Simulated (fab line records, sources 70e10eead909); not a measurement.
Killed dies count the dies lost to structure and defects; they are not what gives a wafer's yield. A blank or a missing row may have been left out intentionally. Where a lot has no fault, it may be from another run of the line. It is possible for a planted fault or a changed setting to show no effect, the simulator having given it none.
Matching of chambers | flow nand harc | 4 sister chambers for NHARC_A_ZERO_WELL_ETCH_19 on rie diel-06
The step etches the open film in N2/H2, target depth 80 nm, overetch 24 nm, time 87.88 s. 19 wafers are shown with their chamber, then 9 later ones without.

WAFERS PAIRED WITH THEIR CHAMBERS
wafer  | chamber | drypump motor current A (A) | rf vpp V (V) | oes product au (a.u.)
L129.2 | 3       | 5.9                         | 428.7        | 0.997
L129.4 | 1       | 5.5                         | 426.3        | 0.994
L129.5 | 1       | 5.4                         | 427.7        | 0.981
L131.2 | 3       | 5.9                         | 428.7        | 1.001
L131.3 | 1       | 5.5                         | 426.1        | 1.002
L131.6 | 0       | 6.3                         | 426.6        | 0.979
L132.1 | 2       | 5.8                         | 428.9        | 1.006
L132.3 | 1       | 5.4                         | 426.9        | 0.988
L132.6 | 3       | 5.9                         | 427.4        | 1.000
L134.3 | 3       | 5.9                         | 427.9        | 1.004
L134.5 | 2       | 5.8                         | 430.4        | 1.017
L134.6 | 1       | 5.5                         | 425.8        | 0.997
L138.1 | 1       | 5.4                         | 426.4        | 0.999
L138.3 | 3       | 5.9                         | 428.1        | 0.996
L138.6 | 3       | 5.9                         | 428.5        | 0.990
L143.1 | 2       | 5.8                         | 427.6        | 0.987
L143.3 | 1       | 5.5                         | 427.7        | 1.003
L144.2 | 1       | 5.4                         | 427.2        | 1.007
L144.3 | 2       | 5.8                         | 429.3        | 1.002

SIGNATURES, as means of the wafers listed above
reading                 | chamber 0 | chamber 1 | chamber 2 | chamber 3 | scatter within a chamber
drypump motor current A | 6.300     | 5.450     | 5.800     | 5.900     | 0.0365
rf vpp V                | 426.600   | 426.762   | 429.050   | 428.217   | 0.775
oes product au          | 0.97900   | 0.99638   | 1.00300   | 0.99800   | 0.00852
Rule: a wafer lies at a distance from a chamber equal to the root of the sum of squares, over the readings, of (its reading less the chamber's mean, divided by the reading's scatter). The wafer belongs to the nearest chamber; if the next one is less than 2 further off, it can't be placed. The scatter: the root of (the sum of the squares of (reading less its chamber's mean) over the shown wafers, divided by (wafers less chambers)).

WAFERS WITHOUT THEIR CHAMBER
wafer  | drypump motor current A (A) | rf vpp V (V) | oes product au (a.u.)
L144.5 | 5.8                         | 430.4        | 0.992
L146.3 | 5.9                         | 428.0        | 1.015
L146.5 | 5.8                         | 427.0        | 1.001
L148.2 | 5.9                         | 429.1        | 1.010
L148.3 | 6.3                         | 427.2        | 0.984
L148.5 | 5.8                         | 428.1        | 0.999
L151.1 | 5.8                         | 428.6        | 0.993
L151.2 | 5.9                         | 428.9        | 1.019
L151.4 | 5.5                         | 426.5        | 1.001

EACH ONE'S CHAMBER
wafer  | from the rows above     | in truth
L144.5 | can't be placed: 2 or 3 | 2
L146.3 | can't be placed: 3 or 2 | 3
L146.5 | can't be placed: 2 or 3 | 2
L148.2 | can't be placed: 3 or 2 | 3
L148.3 | 0                       | 0
L148.5 | can't be placed: 2 or 3 | 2
L151.1 | can't be placed: 2 or 3 | 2
L151.2 | can't be placed: 3 or 2 | 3
L151.4 | 1                       | 1
Correct placement for 2 of the 9. From these rows, 7 cannot be placed; in 7 the true chamber is one of the candidates. Placed wrongly: 0.
